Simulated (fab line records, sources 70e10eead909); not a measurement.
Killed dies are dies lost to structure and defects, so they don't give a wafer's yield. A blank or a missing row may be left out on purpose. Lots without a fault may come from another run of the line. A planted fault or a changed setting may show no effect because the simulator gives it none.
A struck lot beside a sound one | flow nand_harc | 14 steps out of a route of 1302
Sound: wafers L431.2, L431.3, L431.6. Struck: wafers L443.2, L443.3, L443.6. The cause comes at the end.
At each step with rows: each side's tool, then ch and its chambers, then its first start. Under that, the readings that differ: sound wafers | struck wafers | difference of the means | sigmas: that difference in standard deviations of wafers without a fault.
alike: readings whose means differ by less than 2 such deviations, and words and numbers that are the same on both sides. not compared: withheld readings, readings that some wafer has no value for, bounds like >300 that may hide the same value, and numbers for which the record gives no deviation and whose values overlap.
The two part at a step that has a row with sigmas, a row that says differs or no value, or rows on one side only. Numbers that don't overlap but have no deviation are shown without sigmas and don't part them. A reading that every wafer of one side lacks parts them only if that side has two wafers or more.

first, 9 steps without rows for these wafers: NHARC_A_STAIRCASE_DEHYDRATE_209 (time 120 s); NHARC_A_STAIRCASE_HMDS_210 (time 30 s); NHARC_A_STAIRCASE_COAT_211; NHARC_A_STAIRCASE_SOFTBAKE_212 (time 170 s); NHARC_A_STAIRCASE_EBR_213; NHARC_A_STAIRCASE_EXPOSE_214 (exposes mask STAIR 3); NHARC_A_STAIRCASE_PEB_215 (peb time 130 s); NHARC_A_STAIRCASE_DEVELOP_216 (time 140 s); NHARC_A_STAIRCASE_HARDBAKE_218 (time 140 s).
NHARC_A_STAIRCASE_DESCUM_219: chemistry O2, time 3 s.
  sound on rie_diel-04 ch 1,2,3, day 19 13:46; struck on rie_diel-04 ch 1,3, day 24 07:58
  alike: drypump_motor_current_A, oes_product_au, rf_vpp_V, showerhead_plenum_p_Torr, throttle_valve_pct
  not compared: rf_hours_counter_h
NHARC_A_STAIRCASE_TRIM_220: chemistry O2, time 211.2 s.
  sound on rie_diel-04 ch 1,2,3, day 19 13:51; struck on rie_diel-04 ch 2,3, day 24 08:04
  alike: drypump_motor_current_A, oes_product_au, rf_vpp_V, showerhead_plenum_p_Torr, throttle_valve_pct
  not compared: rf_hours_counter_h
NHARC_A_STAIRCASE_ETCH_221: etches the open film in C4F8/O2, target depth 100 nm, time 40.5 s.
  sound on rie_diel-04 ch 2,3, day 19 14:02; struck on rie_diel-04 ch 1,2,3, day 24 08:15
  reading               | sound             | struck            | difference | sigmas
  oes_product_au (a.u.) | 0.933 0.944 0.944 | 1.190 1.149 1.155 | +0.224     | +13
  rf_fwd_power_W (W)    | 596.7 590.1 589.1 | 829.6 837.1 834.4 | +241.7     | +90
  alike: rf_vpp_V
  not compared: rf_hours_counter_h
NHARC_A_STAIRCASE_TRIM_222: chemistry O2, time 211.2 s.
  sound on rie_diel-04 ch 0,3; struck on rie_diel-04 ch 2,3
  alike: drypump_motor_current_A, oes_product_au, rf_vpp_V, showerhead_plenum_p_Torr, throttle_valve_pct
  not compared: rf_hours_counter_h
-- the record jumps here: 9 days lie between the struck wafers' starts before and after (it left off in module A_STAIRCASE and takes up again in module END, whose first step shown is number 1302 of the route) --
NHARC_END_SORT_01:
  the record has rows for the struck wafers here (prober-01 ch 0, day 33 05:37) and none for the sound ones

WHERE THEY PART
First at NHARC_A_STAIRCASE_ETCH_221; last, within this record, at NHARC_END_SORT_01.

WHY: what the simulator had put in
Process parameter drift: rie_diel-04, from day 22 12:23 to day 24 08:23, at NHARC_A_STAIRCASE_ETCH_221. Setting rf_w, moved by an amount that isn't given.
